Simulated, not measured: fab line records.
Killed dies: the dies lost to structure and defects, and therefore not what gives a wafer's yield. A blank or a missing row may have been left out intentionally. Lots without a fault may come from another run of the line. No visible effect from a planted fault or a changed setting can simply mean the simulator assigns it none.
A struck lot beside a sound one | flow nand-harc | 15 out of 1302 route steps
Sound: these wafers, L741.2, L741.4, L741.6. Wafers L745.1, L745.3, L745.4 were the ones struck. At the end, the cause is stated.
For every step that has rows: the tool of each side, followed by ch and its chambers, followed by its first start. Under that, the readings that differ: sound wafers | struck wafers | difference of the means | sigmas: that difference in standard deviations of wafers without a fault.
alike: same words and numbers on both sides, and readings whose means sit less than 2 such deviations apart. not compared: any withheld reading, any reading some wafer has no value for, any bound like >300 that may hide the same value, and any number with overlapping values for which the record gives no deviation.
The two part at a step that has a row with sigmas, a row that says differs or no value, or rows on one side only. When numbers do not overlap yet have no deviation, they are printed without sigmas and do not part them. A reading that every wafer of one side lacks parts them only if that side has two wafers or more.

first, 5 steps without rows for these wafers: NHARC_P_M1_SOFTBAKE_04 (time 55 s); NHARC_P_M1_EBR_05; NHARC_P_M1_EXPOSE_06 (exposes mask P M1, target cd 130 nm); NHARC_P_M1_PEB_07 (peb time 65 s); NHARC_P_M1_DEVELOP_08 (develop time 35 s).
NHARC_P_M1_CD_MEAS_09 targets a cd of 130 nm.
  sound on cd-sem-01 ch 0, day 8 23:46; struck on cd-sem-03 ch 0, day 10 15:43
  alike: cd-nm
NHARC_P_M1_OVL_MEAS_10: pitch 260 nm.
  sound: overlay-01 at day 8 23:51; struck: overlay-01 at day 10 15:48
  alike: overlay-x-nm, overlay-y-nm
NHARC_P_M1_INSPECT_11:
  sound: defect-inspect-01 at day 8 23:53; struck: defect-inspect-01 at day 10 15:50
  alike: raw-defect-count
NHARC_P_M1_DESCUM_14: chemistry O2, time 3 s.
  sound on rie-diel-06 ch 0,1, day 8 23:56; struck on rie-diel-06 ch 0,1,2, day 10 15:54
  alike: drypump-motor-current-A, oes-product-au, rf-vpp-V, showerhead-plenum-p-Torr, throttle-valve-pct
  not compared: rf-hours-counter-h
NHARC_P_M1_ETCH_35: etches the open film in N2/H2, target depth 40 nm, overetch 12 nm, time 43.94 s.
  sound on rie-diel-06 ch 2,3, day 9 00:02; struck on rie-diel-06 ch 1,2,3, day 10 15:59
  alike: drypump-motor-current-A, oes-product-au, rf-vpp-V, showerhead-plenum-p-Torr, throttle-valve-pct
  not compared: rf-hours-counter-h
NHARC_P_M1_ETCH_15: etches the open film in C4F8/Ar, target depth 182.5 nm, time 91.2 s.
  sound: rie-diel-06 ch 0,1,3; struck: rie-diel-06 ch 0,1,2
  reading               | sound             | struck            | difference | sigmas
  oes-product-au (a.u.) | 0.956 0.965 0.959 | 0.923 0.917 0.922 | -0.039     | -2
  alike: rf-vpp-V
  not compared: rf-hours-counter-h
NHARC_P_M1_CD_MEAS_16:
  sound: cd-sem-01 at day 9 00:15; struck: cd-sem-01 at day 10 16:12
  alike: cd-nm
NHARC_P_M1_STRIP_18: strips in N2/H2.
  sound on rie-diel-13 ch 0,1, day 9 00:20; struck on rie-diel-13 ch 0,1,2, day 10 16:17
  no value came back on the struck wafers for any of 7 readings (bias-w (W), chamber-pressure-mTorr (mTorr) and others); on the sound wafers bias-w (W) reads 0 0 0
  not compared: rf-hours-counter-h
NHARC_P_M1_ETCH_28: etches the open film in CF4/N2, target depth 30 nm, time 72.99 s.
  sound on rie-diel-13 ch 1,2,3; struck on rie-diel-13 ch 0,1,2, day 10 16:32
  alike: cf4-flow-sccm, drypump-motor-current-A, oes-product-au, rf-vpp-V, showerhead-plenum-p-Torr, throttle-valve-pct
  not compared: rf-hours-counter-h
NHARC_END_SORT_01:
  the record has rows for the sound wafers here (prober-01 ch 0, day 27 11:32) and none for the struck ones

## WHERE THEY PART
Earliest at NHARC_P_M1_ETCH_15; latest, in this record, at NHARC_END_SORT_01.

WHY: the cause the simulator had injected
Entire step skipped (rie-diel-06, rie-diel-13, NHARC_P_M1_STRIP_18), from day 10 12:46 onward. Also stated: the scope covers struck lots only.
